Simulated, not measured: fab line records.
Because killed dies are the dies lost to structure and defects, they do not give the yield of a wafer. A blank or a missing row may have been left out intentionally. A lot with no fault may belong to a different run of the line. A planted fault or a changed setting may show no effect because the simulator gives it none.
Which tool was responsible? ; flow nand_harc ; 7 lots with 20 wafers sampled at 3 steps, on a route of 1159 steps

== WHAT THE GAUGES SHOWED, per wafer ==
NHARC_END_SORT_01.
lot;measured;on;killed_dies
L718;day 20 12:20;prober-01;27 37 32
L721;day 20 05:04;prober-02;47 39 677
L725;day 21 11:39;prober-02;677 677
L729;day 22 03:14;prober-02;34 31 30
L736;day 23 12:20;prober-01;12 17 24
L737;day 24 07:19;prober-01;30 41 28
L740;day 24 15:49;prober-02;33 38 36

== TOOL THAT RAN EACH LOT (tool first, then ch and the chambers of the sampled wafers, then the start) ==
lot;NHARC_A_CONTACT_DEP_28;NHARC_THIN_TSV_ETCHBACK_48
L718;acl_dep-01 ch 0, day 16 10:07;rie_diel-08 ch 1,2,3, day 19 14:54
L721;acl_dep-01 ch 0, day 17 02:13;rie_diel-07 ch 1,3, day 19 15:56
L725;acl_dep-01 ch 0, day 18 10:55;-
L729;acl_dep-02 ch 0, day 19 09:04;rie_diel-06 ch 0,1,2, day 21 14:57
L736;acl_dep-02 ch 0, day 20 03:08;rie_diel-06 ch 0,2, day 22 23:48
L737;acl_dep-03 ch 0, day 21 08:06;rie_diel-07 ch 0,2, day 23 17:10
L740;acl_dep-03 ch 0, day 21 12:40;rie_diel-08 ch 0,2, day 23 20:11
- NHARC_A_CONTACT_DEP_28: deposits aC, target thk 3600 nm.
- NHARC_THIN_TSV_ETCHBACK_48: etches the open film in C4F8/Ar, target depth 1028.5 nm, time 405.17 s.

== THE ANSWER, worked out from the rows above alone ==
Rule: what is usual is taken from the lots themselves. The widest of any qualifying gaps counts: lots, ordered by their means at a reading, are off when they make up no more than a third of the lots, leave a main group of 4 or more, and stand apart from it by 3 or more times the standard deviation of that group's means. The tables above print the reading to a certain number of digits; a main group whose means all agree to those digits is not used. A lot without any number at a reading at which 4 lots or more have one is off too. The other lots that the step has rows for count as sound.
Off, at NHARC_END_SORT_01 on killed_dies: L721, L725. Main group: mean 30, sd 6.3.
If a tool, at a process step before that reading, ran all the lots that are off and no sound lot after the first of them, it fits. Those tools and the gauges at NHARC_END_SORT_01 are tried in the same way. One fits: acl_dep-01 at NHARC_A_CONTACT_DEP_28. Its last sound lot is L718 (day 16 10:07), its first lot that is off L721 (day 17 02:13): a fault that began between those two fits.

== WHAT THE SIMULATOR PUT IN ==
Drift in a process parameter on acl_dep-01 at NHARC_A_CONTACT_DEP_28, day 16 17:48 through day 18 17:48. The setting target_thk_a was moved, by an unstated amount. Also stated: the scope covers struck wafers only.
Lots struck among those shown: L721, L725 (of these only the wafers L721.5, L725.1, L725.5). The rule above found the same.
